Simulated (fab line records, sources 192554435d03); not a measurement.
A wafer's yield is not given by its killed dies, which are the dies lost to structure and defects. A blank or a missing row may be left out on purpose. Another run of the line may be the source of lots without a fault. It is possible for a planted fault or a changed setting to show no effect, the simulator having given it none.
Chamber matching ; flow n5-finfet ; rie-diel-04 running N5_BEOL_M0_ETCH_128: 4 sister chambers
The step etches SiCN in CF4/N2, target depth 12 nm, overetch 5.1 nm, time 21.4 s. 8 wafers are shown with their chamber, then 7 later ones without.

## EACH WAFER AND ITS CHAMBER
wafer;chamber;showerhead-plenum-p-Torr (Torr);rf-vpp-V (V)
L084.1;0;2.26;384.9
L084.6;3;2.25;382.4
L087.6;2;2.12;379.8
L089.3;3;2.25;384.0
L089.4;2;2.11;378.7
L089.6;1;2.23;383.2
L093.1;1;2.23;383.1
L093.2;0;2.26;383.1

## WAFERS WHOSE CHAMBER IS MISSING
wafer;showerhead-plenum-p-Torr (Torr);rf-vpp-V (V)
L093.5;2.25;383.6
L095.1;2.23;383.1
L095.3;2.24;381.6
L095.5;2.23;382.6
L096.1;2.11;380.2
L096.2;2.26;384.5
L096.3;2.24;383.7

## CHAMBER TAKEN BY EACH
wafer;from the rows above;in truth
L093.5;3;3
L095.1;1;1
L095.3;can't be placed: 1 or 3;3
L095.5;1;1
L096.1;2;2
L096.2;0;0
L096.3;can't be placed: 3 or 1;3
Placed correctly: 5 of 7. Cannot be placed on the basis of these rows: 2; the candidates contain the true chamber in 2. 0 placed wrongly.
How it was worked out, from the rows above alone: a wafer's distance from a chamber is the root of the sum, over the readings, of the square of ((its reading less the chamber's mean) divided by the reading's scatter). If the next closest chamber is less than 2 further off than the closest, the wafer can't be placed; otherwise it belongs to the closest. A chamber's mean is the mean of its shown wafers. How the scatter is found: for the shown wafers, subtract from each reading the mean of its chamber, square and add these, divide the total by (wafers less chambers), then take the root.
